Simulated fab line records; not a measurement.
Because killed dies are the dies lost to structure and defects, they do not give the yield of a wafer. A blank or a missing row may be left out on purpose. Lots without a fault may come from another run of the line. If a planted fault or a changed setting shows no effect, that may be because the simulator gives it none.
Chamber matching :: flow nandHarc :: NHARC_A_CHANNEL_FILL_D1_CMP_10 on cmp-03: 4 sister chambers
The step polishes, target thk 150 nm. 4 wafers are shown with their chamber, then 7 later ones without.

WAFERS PAIRED WITH THEIR CHAMBERS
wafer: L087.6
chamber: 0
motorCurrentA (A): 12.2

wafer: L089.4
chamber: 2
motorCurrentA (A): 11.3

wafer: L090.4
chamber: 3
motorCurrentA (A): 11.7

wafer: L090.5
chamber: 1
motorCurrentA (A): 10.8

WAFERS WHOSE CHAMBER IS MISSING
wafer: L090.6
motorCurrentA (A): 11.7

wafer: L093.1
motorCurrentA (A): 11.7

wafer: L093.5
motorCurrentA (A): 12.1

wafer: L093.6
motorCurrentA (A): 11.8

wafer: L094.1
motorCurrentA (A): 11.2

wafer: L094.3
motorCurrentA (A): 12.2

wafer: L094.6
motorCurrentA (A): 11.5

WHICH CHAMBER EACH ONE RAN IN
wafer: L090.6
from the rows above: 3
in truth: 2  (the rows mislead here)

wafer: L093.1
from the rows above: 3
in truth: 3

wafer: L093.5
from the rows above: 0
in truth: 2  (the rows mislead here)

wafer: L093.6
from the rows above: 3
in truth: 3

wafer: L094.1
from the rows above: 2
in truth: 2

wafer: L094.3
from the rows above: 0
in truth: 0

wafer: L094.6
from the rows above: can't be placed: 2 or 3
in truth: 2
Placed correctly: 4 of 7. These rows do not allow placing 1 (true chamber among the candidates in 1). Wrongly placed: 2.
How it was worked out, from the rows above alone: a wafer's distance from a chamber is the root of the sum, over the readings, of the square of ((its reading less the chamber's mean) divided by the reading's scatter). The wafer belongs to the nearest chamber; if the next one is less than 2 further off, it can't be placed. Each chamber's mean is taken over the wafers shown for it. The scatter: with one shown wafer a chamber, the root of the mean of the squares of how far each hidden wafer lies from its nearest shown one.
